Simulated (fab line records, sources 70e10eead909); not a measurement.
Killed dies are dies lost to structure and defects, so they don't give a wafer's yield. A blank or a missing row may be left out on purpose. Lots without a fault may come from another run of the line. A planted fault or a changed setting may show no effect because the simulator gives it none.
Which tool did it? | flow nand_harc | 14 lots, 42 wafers sampled, at 4 steps of a route of 1302

WHAT THE GAUGES READ, wafer by wafer
NHARC_A_M0_THK_MEAS_24: measures by xrf.
lot  | measured     | on            | thk_nm (nm)
L416 | day 22 21:10 | film_metro-02 | 116.7 113.5 113.4
L415 | day 23 03:20 | film_metro-02 | 110.0 111.9 112.9
L417 | day 23 11:44 | film_metro-02 | 112.1 112.5 113.6
L418 | day 24 03:33 | film_metro-02 | 110.4 114.8 114.2
L422 | day 25 08:58 | film_metro-01 | 112.5 114.1 113.2
L427 | day 27 06:20 | film_metro-01 | 112.9 113.3 113.2
L429 | day 28 11:52 | film_metro-01 | 114.0 113.5 116.1
L428 | day 28 13:55 | film_metro-01 | 116.6 113.9 117.5
L430 | day 28 17:40 | film_metro-02 | 114.2 113.6 114.5
L432 | day 29 13:44 | film_metro-02 | 113.8 113.5 113.6
L433 | day 30 17:43 | film_metro-02 | 114.0 115.0 114.5
L437 | day 31 10:32 | film_metro-01 | 117.2 115.0 111.8
L436 | day 31 13:22 | film_metro-02 | 115.9 115.5 114.3
L438 | day 32 20:38 | film_metro-02 | 113.6 113.1 112.1

NHARC_A_M1_INSPECT_27.
lot  | measured     | on                | raw_defect_count
L416 | day 23 01:32 | defect_inspect-01 | 458 390 521
L415 | day 23 07:50 | defect_inspect-02 | 929 711 551
L417 | day 23 16:05 | defect_inspect-02 | 870 771 1119
L418 | day 24 07:50 | defect_inspect-01 | 509 498 383
L422 | day 25 13:25 | defect_inspect-02 | 541 710 538
L427 | day 27 10:41 | defect_inspect-02 | 531 530 459
L429 | day 28 16:14 | defect_inspect-01 | 557 555 635
L428 | day 28 18:11 | defect_inspect-01 | 664 458 441
L430 | day 28 22:07 | defect_inspect-02 | 507 610 528
L432 | day 29 18:02 | defect_inspect-02 | 453 631 806
L433 | day 30 21:55 | defect_inspect-01 | 422 376 455
L437 | day 31 14:49 | defect_inspect-01 | 332 473 458
L436 | day 31 17:46 | defect_inspect-02 | 543 630 574
L438 | day 33 00:59 | defect_inspect-02 | 459 502 475

WHICH TOOL RAN EACH LOT (tool, then ch and the chambers of the sampled wafers, then the start)
lot  | NHARC_A_M1_ECD_22              | NHARC_A_M1_CMP_23
L416 | ecd_cu-01 ch 0,1, day 23 00:20 | cmp-01 ch 0,1,3, day 23 01:04
L415 | ecd_cu-01 ch 0,1, day 23 06:37 | cmp-03 ch 1,2, day 23 07:20
L417 | ecd_cu-01 ch 0,1, day 23 14:56 | cmp-01 ch 0,1, day 23 15:38
L418 | ecd_cu-01 ch 0,1, day 24 06:39 | cmp-03 ch 0,2,3, day 24 07:22
L422 | ecd_cu-02 ch 0,1, day 25 12:16 | cmp-03 ch 2,3, day 25 12:56
L427 | ecd_cu-01 ch 0,1, day 27 09:29 | cmp-04 ch 0,1,2, day 27 10:13
L429 | ecd_cu-01 ch 0,1, day 28 15:02 | cmp-04 ch 1,2,3, day 28 15:46
L428 | ecd_cu-01 ch 0,1, day 28 16:58 | cmp-01 ch 1,2,3, day 28 17:41
L430 | ecd_cu-02 ch 0,1, day 28 21:01 | cmp-03 ch 0,1,2, day 28 21:40
L432 | ecd_cu-02 ch 0,1, day 29 16:59 | cmp-04 ch 1,2,3, day 29 17:38
L433 | ecd_cu-02 ch 0,1, day 30 20:46 | cmp-01 ch 0,1, day 30 21:26
L437 | ecd_cu-01 ch 0,1, day 31 13:37 | cmp-04 ch 0,1,3, day 31 14:20
L436 | ecd_cu-01 ch 0, day 31 16:36   | cmp-03 ch 1,2, day 31 17:16
L438 | ecd_cu-01 ch 0,1, day 32 23:48 | cmp-01 ch 1,2,3, day 33 00:37
- NHARC_A_M1_ECD_22: material Cu, target thk 400 nm.
- NHARC_A_M1_CMP_23: polishes, t overpolish 20 s, target thk 154.34 nm.

WHAT THE TOOLS THEMSELVES READ (means of the sampled wafers that have a number; where no wafer has one, the mark that the record gives instead)
NHARC_A_M1_CMP_23.
lot  | tool   | motor_current_A (A) | time_to_endpoint_s (s)
L416 | cmp-01 | 12.2                | 31
L415 | cmp-03 | 10.9                | 32
L417 | cmp-01 | 12.7                | 32
L418 | cmp-03 | 11.5                | 24
L422 | cmp-03 | 11.6                | 26
L427 | cmp-04 | 11.3                | 28
L429 | cmp-04 | 10.9                | 16
L428 | cmp-01 | 12.2                | 21
L430 | cmp-03 | 10.9                | 30
L432 | cmp-04 | 11.2                | 28
L433 | cmp-01 | 12.9                | 31
L437 | cmp-04 | 11.0                | 28
L436 | cmp-03 | 10.9                | 31
L438 | cmp-01 | 12.0                | 26

THE ANSWER, worked out from the rows above alone
Rule: what is usual is taken from the lots themselves. Put in order of their means at a reading, lots are off if they are a third of the lots or fewer, leave a main group of 4 or more, and stand apart from it by a gap of 3 or more times the standard deviation of the main group's means; of several such gaps the widest counts. A main group whose means are all the same, to the digits that the tables above print for the reading, isn't used. A lot without any number at a reading at which 4 lots or more have one is off too. The other lots that the step has rows for count as sound. The gauges are gone through in route order, then the tools' own readings, and for those a lot's mean is taken as printed above. The first step at which some lot is off is used, and at that step the reading that is off furthest; a lot without a number counts as furthest.
No lot is off at any reading shown: from this, nothing can be told.

WHAT THE SIMULATOR HAD PUT IN
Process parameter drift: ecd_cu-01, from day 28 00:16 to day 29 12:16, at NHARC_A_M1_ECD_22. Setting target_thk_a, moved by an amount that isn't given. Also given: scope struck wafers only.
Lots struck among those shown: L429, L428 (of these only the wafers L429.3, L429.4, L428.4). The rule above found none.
